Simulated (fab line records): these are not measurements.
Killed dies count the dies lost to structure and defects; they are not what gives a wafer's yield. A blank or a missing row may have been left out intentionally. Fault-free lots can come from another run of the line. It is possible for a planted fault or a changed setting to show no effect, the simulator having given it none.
fab line records    flow nandHarc
record lots=12  wafers=36  lastDay=33
route steps=1302 shown A_CHANNEL_HOLE_D1@476 A_CHANNEL_FILL_D1@500 END@1302
lots that met no fault: from a run of the same line without faults
startH: hours from the record's opening day to when the first of the lot's shown wafers began    waitH: hours elapsed since this lot's preceding step    " identical to the entry in the row above    L1.1+2: a row that stands for several wafers    - no value, or no start was given    * or withheld: withheld    < > ~ a bound
route shown NAME@n: a module of which the file shows steps, and the number in the route of the first    usual: the fault-free wafers' mean and standard deviation    same: alike in all rows    chamber/n: place in a boat    sites: the reading at each site    _std_site: standard deviation across them    _edge_site: inner sites' mean taken away from outer sites' mean    radiusMm: how far each site lies from the wafer's centre    mask NAME#n: copy n    behind: tool/chamber where the wafer was last shaped    hold: the reason the lot was held/the length of the hold in hours/how it ended    device: transistor that didn't switch, given as n, p or np    end of line: the route-end tests of the same wafers    a step without rows: its recipe alone    killed: not the wafer's yield, but the dies lost to structure and defects at the first sort    map: a wafer's dies, marking killed ones x, the rest . and places with no die _
set.NAME: the setting that was run; set.NAME@STEP: the one run at that earlier step    model.NAME: the simulator's own value behind a step, which no gauge read
the route's steps for a sample of lots (tables are steps, rows are wafers)
services: when a tool's chamber went out of use (startH, in hours from the record's first day, below 0 if earlier), for how many hours, and the reason
## steps
# step NHARC_A_CHANNEL_HOLE_D1_ETCH_24
# recipe biasV=5000  sourceW=withheld  pressureMtorr=20  timeS=906.2  arFlowSccm=375  c4f8FlowSccm=93.8  o2FlowSccm=31.2  tempC=-20  targetDepthA=15000  chemistry=C4F8/O2/Ar
# usual chamberPressureMTorr=20.000/0.018  drypumpMotorCurrentA=5.5/0.42  mfcArSccm=375.1/1.3  showerheadPlenumPTorr=3.64/0.086  throttleValvePct=32.237/0.0092
lot.wafer  tool        chamber  startH  waitH  chamberPressureMTorr  drypumpMotorCurrentA  mfcArSccm  rfHoursCounterH  showerheadPlenumPTorr  throttleValvePct
L868.2     harEtch-01  1        184.68  0.6    19.999                6.0                   374.4      94               3.62                   32.232
L868.4     "           0        "       "      19.990                4.8                   375.7      -                3.73                   32.234
L868.5     "           1        "       "      19.981                6.1                   374.9      -                3.62                   32.243
L869.3     harEtch-01  1        201.30  0.6    19.959                6.0                   375.9      -                3.61                   32.237
L869.4     "           0        "       "      20.002                4.8                   375.9      -                3.72                   32.217
L869.5     "           0        "       "      19.975                4.8                   373.4      -                3.72                   32.242
L870.2     harEtch-01  0        214.07  0.6    19.985                4.8                   375.8      113              3.72                   32.233
L870.3     "           1        "       "      19.968                6.0                   373.3      -                3.61                   32.251
L870.5     "           1        "       "      19.978                6.0                   374.1      -                3.61                   32.238
L871.2     harEtch-02  0        220.66  0.6    19.995                5.6                   374.3      308              3.57                   32.220
L871.1     "           1        "       "      19.983                5.5                   373.8      323              3.75                   32.237
L871.5     "           1        "       "      20.008                5.5                   374.3      -                3.75                   32.230
L873.3     harEtch-02  1        246.76  0.6    20.017                5.5                   376.0      -                3.74                   32.236
L873.6     "           1        "       "      20.021                5.5                   377.1      -                3.74                   32.226
L873.5     "           0        "       "      19.989                5.5                   376.5      -                3.56                   32.244
L874.1     harEtch-01  0        250.67  0.6    19.970                4.8                   376.4      131              3.71                   32.233
L874.2     "           1        "       "      19.986                6.1                   375.9      131              3.60                   32.246
L874.3     "           0        "       "      20.002                4.8                   374.8      -                3.71                   32.254
L875.4     harEtch-01  1        265.78  0.6    19.978                6.0                   376.5      -                3.59                   32.248
L875.3     "           0        "       "      19.992                4.8                   374.1      -                3.70                   32.241
L875.5     "           0        "       "      19.980                4.8                   376.4      -                3.70                   32.239
L881.1     harEtch-01  1        331.84  0.6    20.007                6.0                   372.2      177              3.57                   32.227
L881.4     "           0        "       "      19.976                4.8                   374.7      -                3.68                   32.239
L881.5     "           1        "       "      20.024                6.0                   375.8      -                3.57                   32.256
L883.4     harEtch-02  1        346.81  0.6    20.011                5.5                   375.4      -                3.71                   32.233
L883.3     "           0        "       "      20.020                5.6                   375.2      -                3.53                   32.255
L883.5     "           0        "       "      20.020                5.6                   374.5      -                3.53                   32.233
L888.2     harEtch-01  0        395.35  0.6    19.985                4.8                   374.9      218              3.66                   32.236
L888.3     "           0        "       "      20.046                4.8                   375.0      -                3.66                   32.243
L888.5     "           0        "       "      19.983                4.8                   374.4      -                3.66                   32.244
L890.4     harEtch-02  0        419.69  0.6    19.983                5.5                   376.0      -                3.92                   32.250
L890.3     "           1        "       "      20.015                5.5                   375.1      -                3.69                   32.238
L890.6     "           1        "       "      20.002                5.5                   376.3      -                3.69                   32.244
L889.3     harEtch-01  1        420.08  0.6    19.994                6.0                   376.7      -                3.54                   32.243
L889.5     "           1        "       "      20.011                6.0                   376.2      -                3.54                   32.234
L889.6     "           0        "       "      20.030                4.8                   376.7      -                3.65                   32.228
# step NHARC_A_CHANNEL_HOLE_D1_ETCH_33
# recipe biasV=400  sourceW=2000  pressureMtorr=25  timeS=90  arFlowSccm=375  c4f8FlowSccm=41.7  o2FlowSccm=83.3  tempC=-20  targetDepthA=4000  chemistry=C4F8/O2/Ar
# usual chamberPressureMTorr=25.004/0.025  drypumpMotorCurrentA=5.5/0.43  mfcArSccm=375.0/1  showerheadPlenumPTorr=3.69/0.089  throttleValvePct=27.620/0.0093
lot.wafer  tool        chamber  startH  waitH  chamberPressureMTorr  drypumpMotorCurrentA  mfcArSccm  rfHoursCounterH  showerheadPlenumPTorr  throttleValvePct
L868.2     harEtch-01  1        186.42  0.2    24.951                6.0                   375.9      95               3.66                   27.618
L868.4     "           0        "       "      25.038                4.8                   377.0      -                3.77                   27.616
L868.5     "           1        "       "      25.031                6.0                   375.9      -                3.66                   27.615
L869.3     harEtch-01  1        202.94  0.2    25.009                6.0                   374.3      -                3.65                   27.617
L869.4     "           0        "       "      25.011                4.8                   375.4      -                3.77                   27.610
L869.5     "           0        "       "      24.968                4.8                   375.9      -                3.77                   27.610
L870.2     harEtch-01  0        215.82  0.2    25.043                4.8                   375.0      114              3.76                   27.634
L870.3     "           1        "       "      24.994                6.1                   376.5      -                3.65                   27.626
L870.5     "           1        "       "      25.026                6.0                   376.3      -                3.65                   27.614
L871.2     harEtch-02  0        222.52  0.2    25.004                5.6                   375.6      310              3.61                   27.605
L871.1     "           1        "       "      25.047                5.5                   376.2      325              3.79                   27.613
L871.5     "           1        "       "      24.997                5.5                   376.8      -                3.79                   27.600
L873.3     harEtch-02  1        248.40  0.2    25.041                5.5                   374.3      -                3.78                   27.606
L873.6     "           1        "       "      24.999                5.5                   375.6      -                3.78                   27.618
L873.5     "           0        "       "      25.005                5.5                   375.5      -                3.60                   27.608
L874.1     harEtch-01  0        252.53  0.2    25.014                4.8                   373.3      133              3.75                   27.614
L874.2     "           1        "       "      25.027                6.1                   374.1      133              3.64                   27.613
L874.3     "           0        "       "      25.018                4.8                   373.6      -                3.75                   27.624
L875.4     harEtch-01  1        267.44  0.2    25.022                6.0                   372.9      -                3.63                   27.622
L875.3     "           0        "       "      24.969                4.8                   376.1      -                3.75                   27.620
L875.5     "           0        "       "      25.016                4.8                   374.7      -                3.75                   27.625
L881.1     harEtch-01  1        333.71  0.2    25.042                6.1                   376.0      179              3.61                   27.613
L881.4     "           0        "       "      24.987                4.8                   374.0      -                3.72                   27.624
L881.5     "           1        "       "      24.999                6.1                   374.7      -                3.61                   27.618
L883.4     harEtch-02  1        348.47  0.2    24.980                5.5                   375.6      -                3.75                   27.627
L883.3     "           0        "       "      25.010                5.5                   374.3      -                3.57                   27.643
L883.5     "           0        "       "      25.064                5.5                   373.8      -                3.57                   27.616
L888.2     harEtch-01  0        397.12  0.2    25.023                4.8                   374.3      220              3.70                   27.619
L888.3     "           0        "       "      24.992                4.8                   376.8      -                3.70                   27.626
L888.5     "           0        "       "      24.961                4.8                   374.8      -                3.70                   27.605
L890.4     harEtch-02  0        421.35  0.2    24.980                5.6                   374.6      -                3.97                   27.594
L890.3     "           1        "       "      25.032                5.5                   374.9      -                3.73                   27.623
L890.6     "           1        "       "      25.010                5.5                   375.4      -                3.73                   27.607
L889.3     harEtch-01  1        421.74  0.2    24.981                6.1                   375.7      -                3.58                   27.624
L889.5     "           1        "       "      25.024                6.1                   373.8      -                3.58                   27.633
L889.6     "           0        "       "      25.006                4.8                   376.5      -                3.69                   27.606
# step NHARC_A_CHANNEL_FILL_D1_ETCHBACK_20
# recipe targetDepthA=270  timeS=13.5  c4f8FlowSccm=withheld  o2FlowSccm=8  arFlowSccm=withheld  rfW=600  biasW=1500  chemistry=C4F8/O2/Ar
# usual chamberPressureMTorr=25.005/0.024  oesProductAu=0.97/0.038  rfVppV=977/4.9
lot.wafer  tool        chamber  startH  waitH  chamberPressureMTorr  oesProductAu  rfHoursCounterH  rfVppV
L868.2     rieDiel-10  2        214.74  -      25.013                0.92          6                978
L868.4     "           3        "       "      24.998                0.93          6                977
L868.5     "           3        "       "      25.002                0.91          -                977
L869.3     rieDiel-10  3        231.68  -      24.961                0.92          6                979
L869.4     "           1        "       "      25.022                0.94          7                987
L869.5     "           3        "       "      25.047                0.91          -                977
L870.3     rieDiel-10  2        242.30  -      24.985                0.93          7                976
L870.2     "           3        "       "      24.980                0.93          7                978
L870.5     "           3        "       "      24.987                0.93          -                978
L871.1     rieDiel-10  1        251.57  -      24.999                1.01          0                987
L871.2     "           3        "       "      24.994                1.00          0                978
L871.5     "           1        "       "      25.026                1.01          -                987
L873.3     rieDiel-10  3        274.50  -      25.033                1.01          1                979
L873.5     "           0        "       "      24.993                1.01          -                972
L873.6     "           1        "       "      24.986                1.03          -                988
L874.1     rieDiel-03  0        278.60  -      25.000                0.94          9                977
L874.2     "           1        "       "      25.025                0.93          10               975
L874.3     "           3        "       "      24.992                0.94          10               979
L875.3     rieDiel-10  1        293.46  -      25.046                1.01          2                987
L875.4     "           2        "       "      25.036                1.00          2                976
L875.5     "           3        "       "      25.011                0.99          -                979
L881.4     rieDiel-10  2        359.69  -      25.014                0.92          3                975
L881.1     "           1        "       "      24.993                0.93          4                987
L881.5     "           2        "       "      25.004                0.92          -                976
L883.3     rieDiel-10  2        374.66  -      24.963                0.98          4                975
L883.4     "           3        "       "      25.010                0.97          5                977
L883.5     "           0        "       "      24.986                0.97          -                973
L888.2     rieDiel-05  1        423.57  -      25.016                1.01          1                975
L888.3     "           3        "       "      25.018                0.99          1                975
L888.5     "           1        "       "      24.995                1.00          -                976
L890.4     rieDiel-03  3        447.46  -      24.993                0.93          8                978
L890.3     "           1        "       "      25.041                0.91          7                975
L890.6     "           3        "       "      25.004                0.93          -                980
L889.3     rieDiel-05  2        447.47  -      24.982                0.98          3                972
L889.5     "           0        "       "      24.980                0.99          -                976
L889.6     "           1        "       "      25.019                1.00          -                973
# step NHARC_A_CHANNEL_FILL_D1_THK_MEAS_06
# recipe thkMeasGauge=ellipsometry
# usual thkNm=4.9/0.91
lot.wafer  tool          chamber  startH  waitH  thkNm
L868.2     filmMetro-01  -        226.70  0.4    4.1
L868.4     "             -        "       "      5.0
L868.5     "             -        "       "      6.0
L869.3     filmMetro-01  -        243.40  0.4    4.3
L869.4     "             -        "       "      4.7
L869.5     "             -        "       "      3.0
L870.2     filmMetro-01  -        254.10  0.4    2.2
L870.3     "             -        "       "      4.5
L870.5     "             -        "       "      6.4
L871.1     filmMetro-01  -        263.29  0.4    6.2
L871.2     "             -        "       "      6.0
L871.5     "             -        "       "      3.2
L873.3     filmMetro-01  -        286.28  0.4    5.6
L873.5     "             -        "       "      4.7
L873.6     "             -        "       "      3.9
L874.1     filmMetro-02  -        290.41  0.4    4.8
L874.2     "             -        "       "      5.0
L874.3     "             -        "       "      4.1
L875.3     filmMetro-01  -        305.34  0.4    6.4
L875.4     "             -        "       "      4.2
L875.5     "             -        "       "      4.5
L881.1     filmMetro-02  -        371.61  0.4    6.9
L881.4     "             -        "       "      3.5
L881.5     "             -        "       "      4.3
L883.3     filmMetro-01  -        386.70  0.4    5.4
L883.4     "             -        "       "      4.0
L883.5     "             -        "       "      4.7
L888.2     filmMetro-01  -        435.28  0.4    4.7
L888.3     "             -        "       "      4.5
L888.5     "             -        "       "      5.9
L890.3     filmMetro-02  -        459.15  0.4    4.5
L890.4     "             -        "       "      4.8
L890.6     "             -        "       "      5.4
L889.3     filmMetro-01  -        459.15  0.4    5.1
L889.5     "             -        "       "      4.1
L889.6     "             -        "       "      4.9
# step NHARC_END_SORT_01
# recipe tempC=25
# usual killedAtArray=57/19  killedAtOther=0.9/1.1  killedAtPeriphery=4.0/2.6  killedDies=62/19  killedOpen=3.3/1.8  killedShort=2.4/1.7
# same grossDies=677
lot.wafer  tool       chamber  startH  waitH  killedAtArray  killedAtOther  killedAtPeriphery  killedDies  killedOpen  killedShort
L881.1     prober-01  0        722.90  2.5    105            3              5                  113         4           0
L881.4     prober-01  0        725.30  3.4    108            0              2                  110         5           2
L881.5     prober-01  0        726.11  3.7    117            4              1                  122         1           1
L883.3     prober-01  0        752.60  3.1    141            1              4                  146         2           2
L883.4     prober-01  0        753.39  3.4    73             2              6                  81          5           3
L883.5     prober-01  0        754.18  3.7    96             4              5                  105         4           2
# killed by level:class
L881.1 A_CHANNEL_FILL_D1:unspecified=93 A_CHANNEL_HOLE_D1:chamberFilmFlake=4 A_CONTACT:chamberFilmFlake=3 P_ZERO_WELL:chamberFilmFlake=2 A_SLIT:chamberFilmFlake=2 THIN_TSV:chamberFilmFlake=2 P_M0:geometricParticle:open=1 A_DECK1_JOINT:geometricParticle:open=1
L881.4 A_CHANNEL_FILL_D1:unspecified=88 A_CHANNEL_HOLE_D1:chamberFilmFlake=9 A_CHANNEL_FILL_D2:geometricParticle:open=2 A_SLIT:chamberFilmFlake=2 A_M1:chamberFilmFlake=2 P_CONTACT:geometricParticle:open=1 A_ONON_D1:geometricParticle:short=1 A_CHANNEL_HOLE_D1:geometricParticle:open=1
L881.5 A_CHANNEL_FILL_D1:unspecified=96 A_CHANNEL_HOLE_D1:chamberFilmFlake=8 A_SLIT:chamberFilmFlake=4 A_CONTACT:chamberFilmFlake=4 THIN_TSV:chamberFilmFlake=4 A_WL_FILL:chamberFilmFlake=2 A_CHANNEL_HOLE_D1:geometricParticle:open=1 A_ONON_D2:geometricParticle:short=1
L883.3 A_CHANNEL_FILL_D1:unspecified=93 A_CHANNEL_HOLE_D1:chamberFilmFlake=38 A_SLIT:chamberFilmFlake=4 P_CONTACT:chamberFilmFlake=3 A_WL_FILL:chamberFilmFlake=2 P_M1:geometricParticle:open=1 A_SOURCE_PLATE:geometricParticle:open=1 A_CHANNEL_FILL_D2:geometricParticle:short=1
L883.4 A_CHANNEL_FILL_D1:unspecified=30 A_CHANNEL_HOLE_D1:chamberFilmFlake=23 P_M2:chamberFilmFlake=5 A_CONTACT:chamberFilmFlake=5 A_CHANNEL_FILL_D2:geometricParticle:open=2 A_WL_FILL:geometricParticle:open=2 A_CHANNEL_FILL_D1:chamberFilmFlake=2 A_STAIRCASE:chamberFilmFlake=2
L883.5 A_CHANNEL_FILL_D1:unspecified=52 A_CHANNEL_HOLE_D1:chamberFilmFlake=30 THIN_TSV:chamberFilmFlake=4 A_SLIT:chamberFilmFlake=3 A_CONTACT:chamberFilmFlake=3 P_CONTACT:chamberFilmFlake=2 P_GATE:geometricParticle:open=1 A_SOURCE_PLATE:geometricParticle:open=1
## services
tool        chamber  startH  hours  kind
rieDiel-10  -        166.31  1.8    repair
rieDiel-10  0        172.56  -      clean
rieDiel-10  1        172.56  -      clean
rieDiel-10  2        172.56  -      clean
rieDiel-10  3        172.56  -      clean
rieDiel-05  3        181.03  4.7    repair
harEtch-02  0        190.36  -      consumableReplace:focusRing
harEtch-02  0        190.36  17.0   scheduledDown
harEtch-02  0        190.36  17.0   ventCycle
rieDiel-10  0        197.06  -      clean
rieDiel-10  0        227.15  1.7    repair
rieDiel-05  -        229.60  9.0    pm
rieDiel-10  2        232.25  6.5    repair
rieDiel-10  -        242.56  9.0    pm
rieDiel-03  -        281.88  9.0    pm
rieDiel-10  1        296.63  9.2    repair
rieDiel-03  0        302.14  7.4    repair
rieDiel-05  0        308.75  11.0   repair
rieDiel-05  1        322.31  14.9   repair
rieDiel-05  3        375.95  15.3   repair
harEtch-02  -        377.87  17.0   pm
rieDiel-05  -        406.60  9.0    pm
rieDiel-03  1        412.39  8.0    repair
rieDiel-10  -        419.56  9.0    pm
## key
firstSign step=NHARC_END_SORT_01  reading=killedDies  direction=up  sigmas=2.8  usual=62  struck=113  wafersMoved=5
effect step=NHARC_END_SORT_01  reading=killedAtArray  direction=up  sigmas=2.7  usual=57  struck=107  wafersMoved=5
moreKillsBornAt NHARC_A_CHANNEL_FILL_D1_ETCHBACK_20@rieDiel-10=452
metAt NHARC_A_CHANNEL_FILL_D1_ETCHBACK_20
struckLots L881,L883
testerLeftOut L881,L883
notActingAt NHARC_A_CHANNEL_HOLE_D1_ETCH_24,NHARC_A_CHANNEL_HOLE_D1_ETCH_33,NHARC_A_CHANNEL_FILL_D1_THK_MEAS_06
onsetBetween 293.46 359.69
fault kind=chamberParticleSource  tool=rieDiel-10  chamber=-  onsetH=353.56  steps=NHARC_A_CHANNEL_FILL_D1_ETCHBACK_20  ratePerVisitCm2=1.2465  endH=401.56
# testerLeftOut: of these lots the tester's yield and bins aren't shown, on N5 and GAA mostly nor the transistor test; their killed dies are dies lost to structure and defects alone, not to doping, threshold or leakage, so they don't give the yield
